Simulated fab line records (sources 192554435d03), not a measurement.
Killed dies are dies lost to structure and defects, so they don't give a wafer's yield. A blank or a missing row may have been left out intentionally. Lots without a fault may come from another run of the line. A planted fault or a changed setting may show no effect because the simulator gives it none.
Chamber matching    flow n5 finfet    N5_PMOS_HMC_CHANNEL_EPI_CMP_21 on cmp-04 has 4 sister chambers
The step polishes SiGe30, target thk 54 nm. 7 wafers are shown with their chamber, then 7 later ones without.

## WAFERS WITH THEIR CHAMBER
wafer   chamber  motor current A (A)  retaining ring pressure frac
L086.6  2        11.5                 1.004
L087.3  1        11.5                 1.001
L087.5  1        12.0                 1.005
L089.4  3        12.9                 1.002
L089.6  0        11.6                 1.009
L094.2  0        11.5                 0.986
L094.5  2        11.4                 1.002

## WAFERS MISSING THEIR CHAMBER
wafer   motor current A (A)  retaining ring pressure frac
L094.6  13.5                 0.995
L096.4  11.6                 1.006
L096.5  11.8                 1.002
L096.6  12.2                 1.003
L097.1  11.5                 0.999
L097.2  11.3                 0.996
L097.5  12.0                 0.999

## WHICH CHAMBER EACH WENT THROUGH
wafer   from the rows above                in truth
L094.6  3                                  3
L096.4  can't be placed: 2 or 1 or 0       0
L096.5  can't be placed: 1 or 0 or 2       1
L096.6  can't be placed: 1 or 0 or 3 or 2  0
L097.1  can't be placed: 0 or 2 or 1       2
L097.2  can't be placed: 2 or 0 or 1       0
L097.5  can't be placed: 1 or 0 or 2       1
Correct placement for 1 of the 7. Not placeable from these rows: 6 (in 6, the candidates include the true chamber). Wrongly placed: 0.
How it was worked out, from the rows above alone: a wafer's distance from a chamber is the root of the sum, over the readings, of the square of ((its reading less the chamber's mean) divided by the reading's scatter). If the next closest chamber is less than 2 further off than the closest, the wafer can't be placed; otherwise it belongs to the closest. A chamber's mean is the mean of its shown wafers. How the scatter is found: for the shown wafers, subtract from each reading the mean of its chamber, square and add these, divide the total by (wafers less chambers), then take the root.
